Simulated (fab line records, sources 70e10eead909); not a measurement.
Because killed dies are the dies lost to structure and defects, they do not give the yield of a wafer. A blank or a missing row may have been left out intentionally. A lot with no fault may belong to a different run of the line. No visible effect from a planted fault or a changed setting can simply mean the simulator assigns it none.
Chamber matching + flow nand harc + rie diel-04 running NHARC_A_BLC_ETCH_16: 4 sister chambers
The step etches the open film in CF4, target depth 39 nm, time 65 s. 14 wafers are shown with their chamber, then 7 later ones without.

## WAFERS WITH THEIR CHAMBER
| wafer  | chamber | drypump motor current A (A) | oes product au (a.u.) | rf vpp V (V) |
|--------|---------|-----------------------------|-----------------------|--------------|
| L833.3 | 0       | 6.02                        | 1.005                 | 149.3        |
| L833.5 | 1       | 6.39                        | 0.997                 | 151.2        |
| L833.6 | 0       | 6.00                        | 1.001                 | 150.5        |
| L834.1 | 2       | 6.07                        | 0.997                 | 150.5        |
| L834.4 | 0       | 5.97                        | 1.013                 | 149.4        |
| L834.6 | 0       | 5.98                        | 1.020                 | 151.1        |
| L835.1 | 1       | 6.39                        | 0.995                 | 151.4        |
| L835.2 | 2       | 6.05                        | 1.003                 | 151.6        |
| L835.5 | 0       | 6.00                        | 1.008                 | 149.8        |
| L844.3 | 2       | 6.05                        | 1.008                 | 149.4        |
| L844.5 | 3       | 6.49                        | 0.999                 | 150.6        |
| L844.6 | 0       | 6.01                        | 1.005                 | 149.2        |
| L841.1 | 1       | 6.41                        | 0.986                 | 151.3        |
| L841.3 | 0       | 6.02                        | 1.005                 | 149.6        |

SIGNATURES, as means of the wafers listed above
| reading                 | chamber 0 | chamber 1 | chamber 2 | chamber 3 | scatter within a chamber |
|-------------------------|-----------|-----------|-----------|-----------|--------------------------|
| drypump motor current A | 6.0000    | 6.3967    | 6.0567    | 6.4900    | 0.0165                   |
| oes product au          | 1.00814   | 0.99267   | 1.00267   | 0.99900   | 0.00612                  |
| rf vpp V                | 149.843   | 151.300   | 150.500   | 150.600   | 0.736                    |
Rule: for a wafer and a chamber, the distance is found by dividing, reading by reading, the gap between the wafer's reading and the chamber's mean by the reading's scatter, squaring, summing and taking the root. The wafer belongs to the nearest chamber; if the next one is less than 2 further off, it can't be placed. The scatter: take each reading less its chamber's mean, square it, sum over the shown wafers, divide by the number of wafers less the number of chambers, and take the root.

## WAFERS MISSING THEIR CHAMBER
| wafer  | drypump motor current A (A) | oes product au (a.u.) | rf vpp V (V) |
|--------|-----------------------------|-----------------------|--------------|
| L841.6 | 6.00                        | 0.994                 | 150.7        |
| L849.1 | 6.06                        | 1.021                 | 150.7        |
| L849.2 | 6.46                        | 0.982                 | 152.0        |
| L849.5 | 6.45                        | 1.014                 | 151.1        |
| L850.1 | 6.00                        | 0.968                 | 149.9        |
| L850.4 | 6.49                        | 0.991                 | 152.3        |
| L850.6 | 6.05                        | 1.004                 | 151.2        |

## THE CHAMBER EACH PASSED THROUGH
| wafer  | from the rows above     | in truth |
|--------|-------------------------|----------|
| L841.6 | can't be placed: 0 or 2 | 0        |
| L849.1 | can't be placed: 2 or 0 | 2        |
| L849.2 | can't be placed: 3 or 1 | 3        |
| L849.5 | can't be placed: 3 or 1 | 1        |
| L850.1 | can't be placed: 0 or 2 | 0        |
| L850.4 | 3                       | 3        |
| L850.6 | 2                       | 2        |
Correctly placed: 2 of 7. Not placeable from these rows: 5 (in 5, the candidates include the true chamber). Placed wrongly: 0.
